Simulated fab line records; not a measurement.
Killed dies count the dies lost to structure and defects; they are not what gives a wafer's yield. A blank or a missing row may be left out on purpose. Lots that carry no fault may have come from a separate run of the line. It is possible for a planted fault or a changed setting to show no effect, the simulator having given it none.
Split-lot experiment | flow n5Finfet | 21 wafers read across 7 lots, on a route 1938 steps long

THE SPLIT
At N5_BEOL_M8_ILD_DEP_00 (deposits SiCOH lowk from DEMS/porogen, target thk 179.75 nm, time 33.4 s), the setting timeS was moved away from the recipe's 33.4 s on 7 of the 21 wafers read, by -13.6% to +13.2%. This setting was run at the recipe's value on the other wafers.

THE PATH FROM SPLIT TO READING: the file shows 1 step between them
- N5_BEOL_M8_CURE_74: cures SiCOH lowk, time 240 s

THE READING
M8_ILD_THK (nm), taken at N5_BEOL_M8_THK_MEAS_01. Fault-free wafers of this fab line usually give 155.6 nm, standard deviation 2.1 nm.

wafer  | tool, chamber at the split | timeS as run, s | against the recipe | M8_ILD_THK, nm | against lot-mates on the recipe
L075.2 | pecvd-02, 1                | 30.42           | -8.9%              | 138.0          | -17.2
L075.5 | pecvd-02, 2                | 33.4            | recipe             | 155.2          | -
L075.6 | pecvd-02, 1                | 30.42           | -8.9%              | 140.9          | -14.3
L076.2 | pecvd-02, 0,1              | 33.4            | recipe             | 154.0          | -
L076.5 | pecvd-02, 2                | 33.4            | recipe             | 156.1          | -
L076.6 | pecvd-02, 0,1              | 33.4            | recipe             | 153.9          | -
L078.1 | pecvd-04, 2                | 33.4            | recipe             | 155.4          | -
L078.3 | pecvd-04, 1                | 33.4            | recipe             | 156.6          | -
L078.6 | pecvd-04, 2                | 33.4            | recipe             | 159.1          | -
L081.1 | pecvd-02, 0                | 31.14           | -6.8%              | 147.7          | -13.5
L081.4 | pecvd-02, 0                | 33.4            | recipe             | 161.2          | -
L081.6 | pecvd-02, 1                | 31.14           | -6.8%              | 146.8          | -14.4
L085.1 | pecvd-04, 2                | 28.85           | -13.6%             | 134.2          | -23.2
L085.3 | pecvd-04, 0                | 33.4            | recipe             | 157.2          | -
L085.6 | pecvd-04, 0                | 33.4            | recipe             | 157.7          | -
L096.1 | pecvd-02, 2                | 37.8            | +13.2%             | 171.7          | +17.4
L096.3 | pecvd-02, 0                | 37.8            | +13.2%             | 172.2          | +17.9
L096.4 | pecvd-02, 0                | 33.4            | recipe             | 154.3          | -
L097.2 | pecvd-01, 1                | 33.4            | recipe             | 155.6          | -
L097.3 | pecvd-01, 0                | 33.4            | recipe             | 154.9          | -
L097.6 | pecvd-01, 1                | 33.4            | recipe             | 157.7          | -
Where a row lists several chambers, the file gives one row for several wafers and doesn't say which wafer went through which chamber.

FIT RESULTS
A straight line over all 21 wafers: M8_ILD_THK changes by +1.43 nm for each +1% of timeS; r = +0.97; the points scatter about the line by 2.4 nm.
The same after taking each lot's own level away (the mean of its wafers on the recipe; 21 wafers): +1.58 nm for each +1%; r = +0.99; scatter 1.7 nm.
According to that fit, moving timeS by its largest amount changes the reading by 21 nm.
The lots' own levels span 154.30 to 161.20 nm, that is 3.3 times the standard deviation above.
Consequently the slope shifts little with the lot-to-lot level, the two slopes agreeing.
Check: for one of the wafers moved furthest among these (-13.6%), held out of the fit, the line's prediction against its lot-mates is -22 nm. It came out at -23.2 nm against them.

ADDITIONAL SPLITS CARRIED BY THESE WAFERS
These wafers also went through other splits before the reading. Each is held against what the fit with the lots' levels taken away leaves over:
other split on the same wafers | wafers away from the commonest value | r with M8_ILD_THK (lot level and that fit taken away)
N5_BEOL_M6_ALD_77 aldCycles    | 9                                    | +0.00

THE WHOLE CHAIN: every reading that the file lists as answering this split, in the file's order
step                   | what it does                                                             | reading                                                                                 | change (the file's fit)              | r (the file's)
N5_BEOL_M8_ILD_DEP_00  | deposits SiCOH lowk from DEMS/porogen, target thk 179.75 nm, time 33.4 s | SiCOH_lowk_of_BEOL_M8_ILD_DEP_00.thkNm (the simulator's own value, which no gauge read) | +1.85 nm for each +1% of the setting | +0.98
N5_BEOL_M8_CURE_74     | cures SiCOH lowk, time 240 s                                             | SiCOH_lowk_of_BEOL_M8_ILD_DEP_00.thkNm (the simulator's own value, which no gauge read) | +1.62 nm for each +1% of the setting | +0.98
N5_BEOL_M8_THK_MEAS_01 |                                                                          | M8_ILD_THK                                                                              | +1.62 for each +1% of the setting    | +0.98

THE FILE'S OWN FIT
M8_ILD_THK changes by +1.62 nm for each +1% of timeS, r = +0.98.
